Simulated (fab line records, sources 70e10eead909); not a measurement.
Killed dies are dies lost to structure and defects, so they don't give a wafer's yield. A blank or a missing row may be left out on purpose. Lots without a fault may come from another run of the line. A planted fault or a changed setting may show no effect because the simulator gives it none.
fab line records | flow nand_harc
record lots=12 wafers=34 last_day=33
route steps=1302 shown A_SLIT@938 A_WL_FILL@966 END@1302
lots that met no fault: from a run of the same line without faults
start_h: hours from the record's first day to the start of the lot's first wafer shown | wait_h: hours since the lot's step before | " the same as in the row above | L1.1+2: a row that stands for several wafers | - no value, or no start given | * or withheld: withheld | < > ~ a bound
route shown NAME@n: a module of which the file shows steps, and the number in the route of the first | usual: mean/standard deviation of fault-free wafers | same: alike in all rows | chamber/n: place in a boat | sites: the reading at each site | _std_site: their standard deviation | _edge_site: outer sites' mean less inner sites' | radius_mm: how far each site lies from the wafer's centre | mask NAME#n: copy n | behind: the tool/chamber that last shaped the wafer | hold: why the lot was held/for how many hours/how that ended | device: the transistor (n, p or np) that didn't switch | end of line: the same wafers' tests at the end of the route | a step without rows: its recipe alone | killed: dies lost to structure and defects at the first sort, not the wafer's yield | map: a wafer's dies, x killed, . not, _ none there
set.NAME: the setting as run; set.NAME@STEP: as run at that earlier step | model.NAME: the simulator's own value behind a step, which no gauge read
steps of the route over a sample of lots; a table a step, a row a wafer
services: from which hour (start_h, from the record's first day; less than 0 if before it) a tool's chamber was out of use, for how many hours, and why
## steps
# step NHARC_A_SLIT_ETCH_15
# recipe target_depth_a=62000 over_etch_frac=0.3 time_s=1612 ion_energy_ev=150 o2_flow_sccm=400 cos_flow_sccm=20 ar_flow_sccm=0 rf_w=500 bias_w=300 chemistry=O2/COS
# usual drypump_motor_current_A=5.8/0.55 oes_product_au=1.001/0.0089 rf_vpp_V=314.2/1.9 showerhead_plenum_p_Torr=3.12/0.12 throttle_valve_pct=28.329/0.0088
# columns lot.wafer tool chamber start_h wait_h drypump_motor_current_A oes_product_au rf_hours_counter_h rf_vpp_V showerhead_plenum_p_Torr throttle_valve_pct
L479.2 rie_diel-10 1 - - 6.4 1.002 1.8 312.9 3.04 28.327
L479.1 " 3 " " 6.2 1.019 1.6 315.4 3.21 28.327
L479.5 " 1 " " 6.5 1.009 - 312.1 3.04 28.324
L480.2 rie_diel-02 0 - - 5.7 1.004 2.7 315.6 3.25 28.327
L480.6 " 2 " " 5.8 0.988 - 310.7 2.90 28.322
L480.5 " 3 " " 5.7 0.999 - 310.6 2.96 28.334
L478.3 rie_diel-12 2 - - 4.7 0.998 0.5 313.9 3.22 28.328
L478.5 " 1 " " 5.9 0.998 - 314.3 3.13 28.328
L478.6 " 2 " " 4.6 1.002 - 315.3 3.22 28.327
L484.3 rie_diel-10 3 - - 6.2 1.009 4.3 313.8 3.21 28.312
L484.2 " 0 " " 6.7 0.987 4.7 314.5 3.15 28.331
L484.5 " 3 " " 6.3 1.001 - 315.0 3.20 28.332
L483.1 rie_diel-10 3 - - 6.2 0.999 5.2 316.2 3.20 28.334
L483.6 " 1 " " 6.5 0.988 - 313.3 3.04 28.327
L483.5 " 2 " " 6.1 0.993 - 313.2 3.07 28.326
L485.4 rie_diel-12 2 - - 4.6 0.995 3.3 315.5 3.22 28.311
L485.2 " 3 " " 5.2 0.992 3.1 314.5 3.08 28.343
L485.3 " 0 " " 5.5 1.010 2.9 315.8 3.32 28.326
L488.1 rie_diel-02 0 - - 5.7 1.015 8.9 315.5 3.25 28.319
L488.2 " 2 " " 5.8 1.001 8.8 309.9 2.90 28.326
L488.6 " 0 " " 5.7 1.012 - 315.9 3.25 28.334
L489.2 rie_diel-12 1 - - 5.9 0.989 7.4 314.0 3.13 28.328
L489.3 " 0 " " 5.5 1.006 6.5 318.0 3.32 28.316
L489.6 " 1 " " 5.9 0.995 - 316.0 3.13 28.327
L491.1 rie_diel-12 0 - - 5.6 1.003 8.7 317.2 3.32 28.337
L491.3 " 1 " " 5.9 1.002 9.7 315.1 3.13 28.321
L491.6 " 0 " " 5.5 0.999 - 316.2 3.32 28.327
L495.2 rie_diel-10 0 - - 6.7 1.002 2.2 314.8 3.15 28.324
L495.4 " 1 " " 6.5 1.008 2.5 313.9 3.04 28.347
L495.6 " 3 " " 6.2 1.016 - 315.7 3.20 28.322
L499.2 rie_diel-12 1 - - 5.9 0.995 1.5 313.3 3.12 28.306
L499.5 " 1 " " 5.9 1.007 - 315.1 3.12 28.330
L499.6 " 2 " " 4.6 1.013 - 315.3 3.21 28.345
L497.1 rie_diel-10 1 - - 6.5 0.999 3.8 313.0 3.04 28.328
# step NHARC_A_SLIT_ETCH_26
# recipe bias_v=400 source_w=2000 pressure_mtorr=25 time_s=90 ar_flow_sccm=375 c4f8_flow_sccm=41.7 o2_flow_sccm=83.3 target_depth_a=4000 chemistry=C4F8/O2/Ar
# usual drypump_motor_current_A=5.4/0.43 showerhead_plenum_p_Torr=3.66/0.047 throttle_valve_pct=27.619/0.0095
# columns lot.wafer tool chamber start_h wait_h drypump_motor_current_A rf_hours_counter_h showerhead_plenum_p_Torr throttle_valve_pct
L479.1 har_etch-02 1 467.93 3.0 5.3 38 3.73 27.610
L479.2 " 0 " " 5.5 38 3.73 27.603
L479.5 " 0 " " 5.5 - 3.73 27.624
L480.2 har_etch-01 0 471.62 3.0 6.1 252 3.62 27.607
L480.6 " 0 " " 6.0 - 3.61 27.627
L480.5 " 1 " " 4.7 - 3.68 27.619
L478.3 har_etch-02 1 472.14 1.3 5.2 - 3.72 27.624
L478.5 " 0 " " 5.5 - 3.72 27.619
L478.6 " 1 " " 5.2 - 3.72 27.622
L484.2 har_etch-01 1 514.10 3.1 4.7 283 3.66 27.619
L484.3 " 0 " " 6.1 - 3.60 27.625
L484.5 " 0 " " 6.1 - 3.60 27.620
L483.1 har_etch-02 0 515.99 2.5 5.5 73 3.71 27.625
L483.6 " 1 " " 5.2 - 3.71 27.606
L483.5 " 0 " " 5.5 - 3.71 27.610
L485.2 har_etch-01 1 517.91 3.0 4.8 287 3.66 27.613
L485.3 " 1 " " 4.7 - 3.66 27.619
L485.4 " 0 " " 6.1 - 3.60 27.611
L488.1 har_etch-02 1 558.60 3.0 5.2 95 3.69 27.623
L488.2 " 0 " " 5.5 95 3.69 27.623
L488.6 " 1 " " 5.2 - 3.69 27.616
L489.2 har_etch-01 1 569.37 2.4 4.7 313 3.65 27.626
L489.3 " 1 " " 4.7 - 3.65 27.617
L489.6 " 0 " " 6.1 - 3.58 27.618
L491.1 har_etch-02 1 591.16 2.4 5.2 115 3.68 27.625
L491.3 " 0 " " 5.5 - 3.68 27.613
L491.6 " 0 " " 5.5 - 3.68 27.621
L495.2 har_etch-02 1 639.24 3.0 5.2 141 3.67 27.611
L495.4 " 0 " " 5.5 - 3.67 27.613
L495.6 " 1 " " 5.2 - 3.67 27.603
L499.2 har_etch-02 0 655.99 2.5 5.5 152 3.66 27.620
L499.5 " 1 " " 5.2 - 3.66 27.602
L499.6 " 0 " " 5.5 - 3.66 27.605
L497.1 har_etch-02 1 660.44 3.0 5.2 156 3.66 27.628
# step NHARC_A_SLIT_ETCH_29
# recipe target_depth_a=1000 overetch_a=100 time_s=55 ion_energy_ev=100 cf4_flow_sccm=80 o2_flow_sccm=20 ar_flow_sccm=0 rf_w=300 bias_w=100 chemistry=CF4/O2
# usual drypump_motor_current_A=5.9/0.49 oes_ar_750_au=0.999/0.0041 oes_product_au=1.001/0.0099 rf_vpp_V=197.8/1.4 showerhead_plenum_p_Torr=1.33/0.051 throttle_valve_pct=13.396/0.01
# columns lot.wafer tool chamber start_h wait_h drypump_motor_current_A oes_ar_750_au oes_product_au rf_hours_counter_h rf_vpp_V showerhead_plenum_p_Torr throttle_valve_pct
L479.1 rie_diel-10 1 468.81 0.1 6.5 1.002 0.996 3.0 198.8 1.30 13.398
L479.2 " 2 " " 6.0 1.005 0.996 2.9 197.2 1.31 13.385
L479.5 " 0 " " 6.7 0.998 1.001 - 199.1 1.35 13.392
L480.2 rie_diel-02 0 472.52 0.1 5.7 1.000 1.020 3.7 199.9 1.39 13.397
L480.6 " 3 " " 5.7 1.004 1.001 - 197.1 1.26 13.406
L480.5 " 0 " " 5.7 0.997 1.013 - 198.1 1.39 13.382
L478.3 rie_diel-10 1 472.93 0.1 6.5 1.001 1.006 3.1 196.0 1.30 13.407
L478.5 " 1 " " 6.5 1.004 0.997 - 196.2 1.30 13.387
L478.6 " 2 " " 6.1 0.999 0.988 - 197.3 1.31 13.413
L484.2 rie_diel-02 0 514.99 0.1 5.7 0.994 1.012 6.3 199.2 1.39 13.401
L484.3 " 1 " " 5.7 1.007 1.005 6.3 196.9 1.31 13.381
L484.5 " 0 " " 5.7 1.002 1.018 - 197.5 1.39 13.398
L483.1 rie_diel-12 1 516.85 0.1 5.9 1.000 0.999 4.1 198.4 1.34 13.379
L483.5 " 1 " " 5.9 0.997 1.000 - 199.1 1.34 13.373
L483.6 " 2 " " 4.6 0.997 0.998 - 199.6 1.38 13.388
L485.3 rie_diel-02 3 518.80 0.1 5.7 1.004 1.015 7.0 196.5 1.26 13.406
L485.2 " 1 " " 5.7 0.997 0.995 6.4 197.0 1.31 13.389
L485.4 " 2 " " 5.8 0.996 0.990 7.0 195.8 1.24 13.387
L488.1 rie_diel-02 2 559.49 0.1 5.8 0.999 0.985 9.1 195.3 1.24 13.404
L488.2 " 0 " " 5.7 1.005 0.997 9.7 200.4 1.39 13.389
L488.6 " 1 " " 5.7 1.005 0.994 - 197.6 1.31 13.395
L489.3 rie_diel-02 2 570.24 0.1 5.8 0.997 0.991 9.3 195.6 1.24 13.418
L489.2 " 3 " " 5.7 0.998 0.997 9.3 195.7 1.26 13.391
L489.6 " 0 " " 5.7 0.990 1.004 - 198.5 1.39 13.407
L491.3 rie_diel-10 2 592.02 0.1 6.0 0.991 0.997 8.7 196.6 1.31 13.390
L491.1 " 3 " " 6.2 1.000 1.007 8.8 197.6 1.37 13.400
L491.6 " 2 " " 6.1 0.996 0.995 - 196.3 1.31 13.389
L495.2 rie_diel-10 2 640.12 0.1 6.1 0.999 0.987 2.4 198.2 1.31 13.408
L495.4 " 3 " " 6.2 1.001 1.004 2.5 199.1 1.37 13.395
L495.6 " 2 " " 6.1 1.001 0.980 - 197.8 1.31 13.393
L499.2 rie_diel-02 2 656.88 0.1 5.8 1.000 0.994 5.9 194.6 1.24 13.384
L499.5 " 1 " " 5.7 1.004 0.998 - 197.1 1.31 13.399
L499.6 " 2 " " 5.8 1.003 0.995 - 194.8 1.24 13.385
L497.1 rie_diel-02 3 661.33 0.1 5.7 1.000 1.008 4.1 196.2 1.26 13.404
# step NHARC_A_WL_FILL_ETCHBACK_16
# recipe target_depth_a=1200 time_s=24 c4f8_flow_sccm=withheld o2_flow_sccm=8 ar_flow_sccm=withheld rf_w=600 bias_w=800 chemistry=C4F8/O2/Ar
# usual oes_product_au=0.976/0.028 rf_vpp_V=723/4.5 run_length_s=45.4/0.53
# columns lot.wafer tool chamber start_h wait_h oes_product_au rf_hours_counter_h rf_vpp_V run_length_s
L479.2 rie_diel-07 3 487.89 - 0.995 0.1 718 45.5
L479.1 " 0 " " 1.005 0.1 719 46.0
L479.5 " 2 " " 0.996 - 721 45.5
L478.3 rie_diel-07 3 493.05 - 1.001 0.2 718 45.3
L478.6 " 1 " " 0.987 - 730 45.0
L478.5 " 2 " " 0.997 - 722 45.9
L480.2 rie_diel-08 1 493.10 - 0.987 2.8 727 45.2
L480.5 " 0 " " 1.004 - 717 44.8
L480.6 " 1 " " 0.975 - 727 45.0
L485.3 rie_diel-08 1 540.76 - 0.916 3.4 727 45.2
L485.4 " 2 " " 0.933 3.4 728 46.0
L485.2 " 3 " " 0.931 3.4 721 45.2
L484.3 rie_diel-07 2 540.83 - 1.002 2.4 720 45.9
L484.2 " 1 " " 0.998 2.9 729 44.8
L484.5 " 3 " " 0.990 - 719 45.4
L483.1 rie_diel-07 2 542.91 - 0.989 3.1 722 46.1
L483.6 " 1 " " 0.993 - 728 44.8
L483.5 " 2 " " 0.995 - 720 45.6
L488.2 rie_diel-08 3 576.08 - 1.004 0.4 721 45.2
L488.1 " 2 " " 0.995 0.5 729 45.9
L488.6 " 3 " " 0.998 - 720 45.3
L489.2 rie_diel-07 2 591.30 - 0.986 4.2 723 46.1
L489.3 " 0 " " 0.984 5.1 716 46.2
L489.6 " 2 " " 0.989 - 722 45.3
L491.1 rie_diel-08 3 612.66 - 0.958 1.1 721 45.2
L491.3 " 1 " " 0.935 1.3 725 44.7
L491.6 " 0 " " 0.958 - 718 44.7
L495.2 rie_diel-08 2 661.01 - 0.992 2.1 728 46.3
L495.4 " 1 " " 0.990 2.1 726 30.8
L495.6 " 2 " " 0.991 - 729 31.4
L499.2 rie_diel-08 1 675.41 - 0.993 2.3 726 44.7
L499.5 " 1 " " 0.985 - 727 44.7
L499.6 " 3 " " 0.994 - 719 30.9
L497.1 rie_diel-08 2 679.30 - 0.961 2.2 728 45.9
# step NHARC_END_SORT_01
# recipe temp_c=25
# usual killed_at_array=59/24 killed_at_other=0.7/1.2 killed_at_periphery=3.5/2.6 killed_dies=63/24 killed_open=3.2/2.1 killed_short=2.4/1.5
# same gross_dies=677
# columns lot.wafer tool chamber start_h wait_h killed_at_array killed_at_other killed_at_periphery killed_dies killed_open killed_short
L478.3 prober-01 0 571.97 3.1 61 4 2 67 4 3
L478.5 prober-01 0 573.56 3.7 77 2 2 81 3 2
L478.6 prober-01 0 574.36 4.0 70 3 2 75 2 4
L480.2 prober-01 0 582.28 2.8 78 0 5 83 4 3
L480.5 prober-01 0 584.69 3.7 77 1 4 82 1 3
L480.6 prober-01 0 585.49 4.0 67 0 2 69 1 2
L495.2 prober-01 0 767.38 2.8 30 1 5 36 8 1
L495.4 prober-01 0 768.97 3.4 647 0 2 649 1 2
L495.6 prober-01 0 770.57 4.0 663 1 3 667 4 2
L499.2 prober-01 0 775.17 2.8 15 0 4 19 0 2
L499.5 prober-01 0 777.61 3.7 18 0 1 19 3 0
L499.6 prober-01 0 778.42 4.1 660 0 2 662 3 2
L497.1 prober-02 0 782.24 2.5 29 1 3 33 1 1
# killed by level:class
L478.3 A_CHANNEL_HOLE_D2:chamber_film_flake=23 A_CHANNEL_HOLE_D1:chamber_film_flake=22 A_STAIRCASE:chamber_film_flake=4 THIN_TSV:chamber_film_flake=4 A_SLIT:chamber_film_flake=3 P_M1:geometric_particle:open=1 A_SOURCE_PLATE:geometric_particle:short=1 A_CHANNEL_HOLE_D1:geometric_particle:open=1
L478.5 A_CHANNEL_HOLE_D1:chamber_film_flake=38 A_CHANNEL_HOLE_D2:chamber_film_flake=24 A_CONTACT:chamber_film_flake=3 A_WL_FILL:chamber_film_flake=2 A_STAIRCASE:chamber_film_flake=2 THIN_TSV:chamber_film_flake=2 A_CHANNEL_HOLE_D1:geometric_particle:short=1 A_DECK1_JOINT:geometric_particle:open=1
L478.6 A_CHANNEL_HOLE_D2:chamber_film_flake=34 A_CHANNEL_HOLE_D1:chamber_film_flake=25 A_STAIRCASE:chamber_film_flake=3 THIN_TSV:chamber_film_flake=3 A_SLIT:chamber_film_flake=2 P_GATE:geometric_particle:open=1 P_CONTACT:geometric_particle:short=1 A_CHANNEL_FILL_D2:geometric_particle:short=1
L480.2 A_CHANNEL_HOLE_D1:chamber_film_flake=39 A_SLIT:chamber_film_flake=22 A_CHANNEL_HOLE_D2:chamber_film_flake=7 A_M1:chamber_film_flake=4 P_M1:chamber_film_flake=3 A_SGD_CUT:geometric_particle:open=2 P_GATE:geometric_particle:open=1 P_M2:geometric_particle:short=1
L480.5 A_CHANNEL_HOLE_D1:chamber_film_flake=41 A_SLIT:chamber_film_flake=24 A_CHANNEL_FILL_D1:geometric_particle:short=2 P_GATE:chamber_film_flake=2 P_M1:chamber_film_flake=2 A_STAIRCASE:chamber_film_flake=2 A_CONTACT:chamber_film_flake=2 A_M1:chamber_film_flake=2
L480.6 A_CHANNEL_HOLE_D1:chamber_film_flake=31 A_SLIT:chamber_film_flake=21 A_CHANNEL_HOLE_D2:chamber_film_flake=6 A_M1:chamber_film_flake=3 P_M1:chamber_film_flake=2 A_CHANNEL_FILL_D1:geometric_particle:open=1 A_DECK1_JOINT:geometric_particle:short=1 A_SGD_CUT:geometric_particle:short=1
L495.2 A_SGD_CUT:chamber_film_flake=7 A_CHANNEL_HOLE_D1:chamber_film_flake=5 A_STAIRCASE:chamber_film_flake=5 P_GATE:chamber_film_flake=3 A_SLIT:chamber_film_flake=3 A_ONON_D2:geometric_particle:open=2 A_M0:geometric_particle:open=2 A_WL_FILL:chamber_film_flake=2
L495.4 A_WL_FILL:area_etchback=604 A_CHANNEL_HOLE_D1:chamber_film_flake=14 A_SLIT:chamber_film_flake=9 A_STAIRCASE:chamber_film_flake=8 A_SGD_CUT:chamber_film_flake=3 A_CONTACT:chamber_film_flake=2 A_CHANNEL_HOLE_D1:geometric_particle:open=1 A_ONON_D2:geometric_particle:short=1
L495.6 A_WL_FILL:area_etchback=622 A_CHANNEL_HOLE_D1:chamber_film_flake=11 A_STAIRCASE:chamber_film_flake=9 A_SLIT:chamber_film_flake=5 A_SGD_CUT:chamber_film_flake=3 A_WL_FILL:chamber_film_flake=3 A_CHANNEL_FILL_D1:chamber_film_flake=2 P_CONTACT:geometric_particle:short=1
L499.2 A_SLIT:chamber_film_flake=5 A_CHANNEL_HOLE_D1:unspecified=3 A_CONTACT:chamber_film_flake=3 P_CONTACT:geometric_particle:short=1 A_SGD_CUT:geometric_particle:short=1 P_STI:chamber_film_flake=1 P_CONTACT:chamber_film_flake=1 P_M1:chamber_film_flake=1
L499.5 A_SLIT:chamber_film_flake=3 A_CHANNEL_HOLE_D1:chamber_film_flake=2 A_STAIRCASE:chamber_film_flake=2 A_CONTACT:chamber_film_flake=2 A_M1:chamber_film_flake=2 A_SOURCE_PLATE:geometric_particle:open=1 A_ONON_D2:geometric_particle:open=1 A_CHANNEL_HOLE_D2:geometric_particle:open=1
L499.6 A_WL_FILL:area_etchback=637 A_SLIT:chamber_film_flake=9 A_CONTACT:chamber_film_flake=3 P_STI:chamber_film_flake=2 A_ZERO_WELL:chamber_film_flake=2 A_CHANNEL_HOLE_D2:chamber_film_flake=2 A_M1:chamber_film_flake=2 A_CHANNEL_FILL_D1:geometric_particle:short=1
L497.1 A_CHANNEL_HOLE_D1:chamber_film_flake=10 A_CONTACT:chamber_film_flake=6 A_STAIRCASE:chamber_film_flake=5 A_BONDPAD:chamber_film_flake=3 P_ZERO_WELL:chamber_film_flake=2 A_SLIT:chamber_film_flake=2 A_CHANNEL_FILL_D2:geometric_particle:short=1 A_CONTACT:geometric_particle:open=1
## services
# columns tool chamber start_h hours kind
rie_diel-12 0 443.11 9.1 repair
rie_diel-12 - 445.40 9.0 pm
rie_diel-02 0 451.71 - clean
rie_diel-02 1 451.71 - clean
rie_diel-07 - 471.20 9.0 pm
rie_diel-12 1 472.09 4.2 repair
rie_diel-10 3 473.63 8.0 repair
rie_diel-12 0 499.76 5.5 repair
rie_diel-10 2 522.42 2.6 repair
rie_diel-02 0 523.28 4.3 repair
rie_diel-07 2 529.17 8.4 repair
rie_diel-12 3 541.77 26.4 repair
rie_diel-08 - 544.80 9.0 pm
rie_diel-08 3 558.32 8.6 repair
rie_diel-02 - 570.71 9.0 pm
rie_diel-12 3 587.71 8.9 repair
rie_diel-10 - 596.54 9.0 pm
rie_diel-12 - 622.40 9.0 pm
rie_diel-10 0 636.92 3.0 repair
rie_diel-07 - 648.20 9.0 pm
rie_diel-02 3 651.34 8.0 repair
rie_diel-08 0 654.98 3.4 repair
rie_diel-12 3 659.22 3.6 repair
rie_diel-08 2 665.65 10.4 repair
## key
first_sign step=NHARC_A_WL_FILL_ETCHBACK_16 reading=run_length_s direction=down sigmas=27 usual=* struck=*
effect step=NHARC_END_SORT_01 reading=killed_at_array direction=up sigmas=25 usual=59 struck=657
more_kills_born_at NHARC_A_WL_FILL_ETCHBACK_16@rie_diel-08=1863
met_at NHARC_A_WL_FILL_ETCHBACK_16
struck_lots L495,L499
struck_wafers L495.4,L495.6,L499.6
later_rows_left_out L495.4,L495.6,L499.6
tester_left_out L495,L499
not_acting_at NHARC_A_SLIT_ETCH_15,NHARC_A_SLIT_ETCH_26,NHARC_A_SLIT_ETCH_29
onset_between 612.66 661.01
fault kind=process_parameter_drift tool=rie_diel-08 chamber=- onset_h=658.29 steps=NHARC_A_WL_FILL_ETCHBACK_16 channel=time_s offset=* shape=step end_h=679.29 scope=struck_wafers_only acts_in=* stated=*
# tester_left_out: of these lots the tester's yield and bins aren't shown, on N5 and GAA mostly nor the transistor test; their killed dies are dies lost to structure and defects alone, not to doping, threshold or leakage, so they don't give the yield
# later_rows_left_out: the simulator's readings of these wafers behind a module that went badly wrong aren't trusted and aren't shown, but for the sort
